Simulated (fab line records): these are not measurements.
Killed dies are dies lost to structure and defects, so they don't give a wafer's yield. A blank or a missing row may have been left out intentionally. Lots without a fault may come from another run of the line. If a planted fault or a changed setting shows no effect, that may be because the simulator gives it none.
Which of the tools did it?	flow nandHarc	Sampling: 11 lots, 33 wafers, 5 of 1302 route steps

## WHAT THE GAUGES READ, wafer by wafer
NHARC_END_SORT_01.
lot	measured	on	killedAtArray	killedAtOther	killedAtPeriphery	killedDies	killedOpen	killedShort
L107	day 26 00:04	prober-01	67 35 62	0 1 1	9 1 4	76 37 67	1 2 4	2 1 0
L116	day 28 19:38	prober-02	60 57 72	1 1 1	5 3 1	66 61 74	5 3 1	5 5 2

## EACH LOT AND THE TOOL THAT RAN IT (in order: tool; ch and the chambers of the sampled wafers; start)
lot	NHARC_A_STAIRCASE_DESCUM_186	NHARC_A_STAIRCASE_TRIM_193	NHARC_A_STAIRCASE_ETCH_194	NHARC_A_STAIRCASE_ETCH_201
L106	rieDiel-11 ch 1,2, day 15 21:43	rieDiel-11 ch 0,3, day 15 22:36	rieDiel-11 ch 2,3, no start	rieDiel-10 ch 0,3, no start
L107	rieDiel-10 ch 0,1, day 16 12:34	rieDiel-10 ch 0,1, day 16 13:27	rieDiel-10 ch 1,3, day 26 00:04 or earlier	rieDiel-13 ch 1,2,3, day 26 00:04 or earlier
L108	rieDiel-10 ch 1,2,3, day 16 12:52	rieDiel-10 ch 0,1,3, day 16 13:47	rieDiel-10 ch 0,1,3, no start	rieDiel-13 ch 1,2,3, no start
L109	rieDiel-11 ch 1,2,3, day 16 14:17	rieDiel-11 ch 0,2, day 16 15:10	rieDiel-11 ch 0,2,3, no start	rieDiel-11 ch 1,2,3, no start
L116	rieDiel-11 ch 0,3, day 20 02:32	rieDiel-11 ch 1,2,3, day 20 03:20	rieDiel-11 ch 0,1, day 28 19:38 or earlier	rieDiel-13 ch 0,1,2, day 28 19:38 or earlier
L117	rieDiel-11 ch 1,2,3, day 20 19:45	rieDiel-11 ch 0,1,2, day 20 20:35	rieDiel-11 ch 1,3, no start	rieDiel-10 ch 1,3, no start
L121	rieDiel-10 ch 0,3, day 21 18:38	rieDiel-10 ch 1,2,3, day 21 19:26	rieDiel-10 ch 0,1,2, no start	rieDiel-10 ch 1,2,3, no start
L125	rieDiel-10 ch 1,3, day 23 09:45	rieDiel-10 ch 0,2, day 23 10:31	rieDiel-10 ch 0,2,3, no start	rieDiel-11 ch 0,2,3, no start
L124	rieDiel-13 ch 0,3, day 23 10:11	rieDiel-13 ch 0,3, day 23 11:04	rieDiel-13 ch 1,3, no start	rieDiel-13 ch 0,1, no start
L126	rieDiel-11 ch 0,1,2, day 24 19:23	rieDiel-11 ch 0,2,3, day 24 20:09	rieDiel-11 ch 0,1,2, no start	rieDiel-11 ch 0,1,3, no start
L127	rieDiel-13 ch 0,2,3, day 24 19:49	rieDiel-13 ch 0,2, day 24 20:41	rieDiel-13 ch 2,3, no start	rieDiel-13 ch 0,3, no start
- NHARC_A_STAIRCASE_DESCUM_186: chemistry O2, time 3 s.
- NHARC_A_STAIRCASE_TRIM_193: chemistry O2, time 211.2 s.
- NHARC_A_STAIRCASE_ETCH_194: etches the open film in C4F8/O2, target depth 100 nm, time 40.5 s.
- NHARC_A_STAIRCASE_ETCH_201: etches the open film in C4F8/O2, target depth 100 nm, time 40.5 s.

## AS READ BY THE TOOLS THEMSELVES (means over the sampled wafers that have a number; for cases with no such wafer, the mark the record gives instead)
NHARC_A_STAIRCASE_DESCUM_186.
lot	tool	drypumpMotorCurrentA (A)	oesProductAu (a.u.)	rfVppV (V)	showerheadPlenumPTorr (Torr)	throttleValvePct (%)
L106	rieDiel-11	5.80	1.000	57.9	1.89	11.304
L107	rieDiel-10	5.55	1.007	57.4	1.91	11.300
L108	rieDiel-10	5.62	1.000	57.4	1.84	11.311
L109	rieDiel-11	5.78	0.994	56.9	1.89	11.311
L116	rieDiel-11	6.02	0.996	57.6	1.94	11.301
L117	rieDiel-11	5.76	0.999	57.6	1.89	11.312
L121	rieDiel-10	5.73	1.008	57.6	1.87	11.312
L125	rieDiel-10	5.86	1.004	57.3	1.85	11.313
L124	rieDiel-13	5.52	0.989	57.8	1.84	11.311
L126	rieDiel-11	5.87	0.998	58.4	1.94	11.314
L127	rieDiel-13	5.80	1.010	58.3	1.92	11.305

NHARC_A_STAIRCASE_TRIM_193.
lot	tool	drypumpMotorCurrentA (A)	oesProductAu (a.u.)	rfVppV (V)	runLengthS (s)	showerheadPlenumPTorr (Torr)	throttleValvePct (%)
L106	rieDiel-11	6.02	0.991	56.8	232.2	3.42	17.042
L107	rieDiel-10	5.57	0.994	57.8	232.7	3.51	17.031
L108	rieDiel-10	5.71	1.005	57.6	232.7	3.48	17.035
L109	rieDiel-11	6.15	0.990	56.7	232.4	3.34	17.028
L116	rieDiel-11	5.77	0.997	57.2	187.1	3.48	17.044
L117	rieDiel-11	5.89	0.992	57.4	187.0	3.60	17.043
L121	rieDiel-10	5.64	1.001	58.5	232.6	3.56	17.039
L125	rieDiel-10	5.39	1.004	58.1	232.1	3.69	17.038
L124	rieDiel-13	5.53	0.994	56.6	232.8	3.41	17.037
L126	rieDiel-11	6.03	1.002	57.3	232.2	3.54	17.051
L127	rieDiel-13	5.89	1.009	59.3	232.9	3.57	17.041

NHARC_A_STAIRCASE_ETCH_194.
lot	tool	oesProductAu (a.u.)	rfFwdPowerW (W)	rfVppV (V)
L106	rieDiel-11	0.945	592.5	893
L107	rieDiel-10	0.943	591.8	894
L108	rieDiel-10	0.933	592.2	894
L109	rieDiel-11	0.937	593.6	890
L116	rieDiel-11	0.944	593.6	901
L117	rieDiel-11	0.942	592.6	895
L121	rieDiel-10	0.951	593.8	899
L125	rieDiel-10	0.954	591.3	896
L124	rieDiel-13	0.936	593.4	888
L126	rieDiel-11	0.942	590.9	898
L127	rieDiel-13	0.942	588.5	896

NHARC_A_STAIRCASE_ETCH_201.
lot	tool	oesProductAu (a.u.)	rfFwdPowerW (W)	rfVppV (V)
L106	rieDiel-10	0.953	590.5	893
L107	rieDiel-13	0.941	592.5	890
L108	rieDiel-13	0.942	590.9	889
L109	rieDiel-11	0.937	594.4	895
L116	rieDiel-13	0.953	593.1	890
L117	rieDiel-10	0.949	591.4	893
L121	rieDiel-10	0.936	593.1	897
L125	rieDiel-11	0.945	589.8	897
L124	rieDiel-13	0.933	593.1	890
L126	rieDiel-11	0.944	591.2	899
L127	rieDiel-13	0.939	591.4	893

## THE ANSWER, worked out from the rows above alone
Rule: the usual values come from the lots themselves. The widest of any qualifying gaps counts: lots, ordered by their means at a reading, are off when they make up no more than a third of the lots, leave a main group of 4 or more, and stand apart from it by 3 or more times the standard deviation of that group's means. The tables above print the reading to a certain number of digits; a main group whose means all agree to those digits is not used. Also off: a lot with no number at a reading for which 4 or more lots have one. Any other lot the step has rows for is counted as sound. Order of review: gauges by route order, followed by the tools' own readings, for which a lot's mean as printed above is used. At the first step where some lot is off, the reading lying furthest off is the one used; lots without a number count as furthest.
Off: L116, L117 (NHARC_A_STAIRCASE_TRIM_193, runLengthS). Mean 232.5 s and standard deviation 0.28 in the main group.
If a tool, at that step or one of the process steps before it, ran each lot that is off and ran no sound lot following the first of them, it fits. Of those tried, none fits.

## WHAT THE SIMULATOR HAD INSERTED
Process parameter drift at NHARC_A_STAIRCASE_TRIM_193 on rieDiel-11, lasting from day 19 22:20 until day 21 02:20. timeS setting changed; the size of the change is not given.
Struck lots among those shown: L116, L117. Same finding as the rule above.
